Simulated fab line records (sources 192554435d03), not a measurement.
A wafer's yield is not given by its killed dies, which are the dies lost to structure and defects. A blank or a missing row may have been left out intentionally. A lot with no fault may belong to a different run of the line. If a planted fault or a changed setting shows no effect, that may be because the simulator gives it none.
Chamber matching | flow n5Finfet | rieDiel-05 running N5_BEOL_M11_ETCH_61: 4 sister chambers
The step etches SiARC in CF4, target depth 39 nm, time 65 s. 20 wafers are shown with their chamber, then 10 later ones without.

WAFERS, EACH WITH ITS CHAMBER
wafer  | chamber | showerheadPlenumPTorr (Torr) | drypumpMotorCurrentA (A) | etchRfOnTimeS (s)
L074.2 | 1       | 2.20                         | 5.7                      | 65.0
L074.3 | 2       | 2.16                         | 5.9                      | 62.6
L074.4 | 3       | 2.10                         | 6.4                      | 64.2
L076.3 | 2       | 2.16                         | 5.9                      | 62.5
L076.4 | 0       | 2.12                         | 5.9                      | 66.4
L076.6 | 2       | 2.16                         | 5.9                      | 62.8
L075.1 | 1       | 2.20                         | 5.7                      | 65.0
L075.5 | 0       | 2.11                         | 5.8                      | 66.4
L075.6 | 1       | 2.20                         | 5.6                      | 64.7
L079.2 | 3       | 2.09                         | 6.4                      | 64.4
L079.4 | 0       | 2.11                         | 5.8                      | 65.8
L079.6 | 0       | 2.11                         | 5.8                      | 66.2
L081.1 | 1       | 2.20                         | 5.7                      | 65.1
L081.2 | 3       | 2.09                         | 6.4                      | 64.1
L081.5 | 1       | 2.20                         | 5.7                      | 64.7
L088.2 | 3       | 2.09                         | 6.4                      | 64.4
L088.4 | 0       | 2.11                         | 5.8                      | 64.6
L088.6 | 0       | 2.11                         | 5.8                      | 64.6
L089.2 | 1       | 2.19                         | 5.6                      | 64.8
L089.4 | 0       | 2.11                         | 5.8                      | 63.6

SIGNATURES (averages over the wafers above)
reading               | chamber 0 | chamber 1 | chamber 2 | chamber 3 | scatter within a chamber
showerheadPlenumPTorr | 2.1114    | 2.1983    | 2.1600    | 2.0925    | 0.00391
drypumpMotorCurrentA  | 5.814     | 5.667     | 5.900     | 6.400     | 0.037
etchRfOnTimeS         | 65.371    | 64.883    | 62.633    | 64.275    | 0.688
Rule: for a wafer and a chamber, the distance is found by dividing, reading by reading, the gap between the wafer's reading and the chamber's mean by the reading's scatter, squaring, summing and taking the root. The wafer belongs to the nearest chamber; if the next one is less than 2 further off, it can't be placed. The scatter is the square root of a quotient: the sum, over the shown wafers, of each reading's squared deviation from its chamber's mean, divided by wafers minus chambers.

WAFERS WITHOUT THEIR CHAMBER
wafer  | showerheadPlenumPTorr (Torr) | drypumpMotorCurrentA (A) | etchRfOnTimeS (s)
L089.6 | 2.19                         | 5.7                      | 65.4
L091.1 | 2.09                         | 6.4                      | 64.1
L091.2 | 2.19                         | 5.7                      | 65.7
L091.6 | 2.19                         | 5.6                      | 65.6
L095.1 | 2.11                         | 5.8                      | 64.6
L095.4 | 2.14                         | 5.9                      | 63.2
L095.5 | 2.19                         | 5.6                      | 65.8
L096.1 | 2.19                         | 5.6                      | 65.1
L096.2 | 2.08                         | 6.4                      | 64.7
L096.3 | 2.10                         | 5.8                      | 64.8

THE CHAMBER EACH PASSED THROUGH
wafer  | from the rows above | in truth
L089.6 | 1                   | 1
L091.1 | 3                   | 3
L091.2 | 1                   | 1
L091.6 | 1                   | 1
L095.1 | 0                   | 0
L095.4 | 2                   | 2
L095.5 | 1                   | 1
L096.1 | 1                   | 1
L096.2 | 3                   | 3
L096.3 | 0                   | 0
Correctly placed: 10 of 10. Can't be placed from these rows: 0. Wrongly placed: 0.
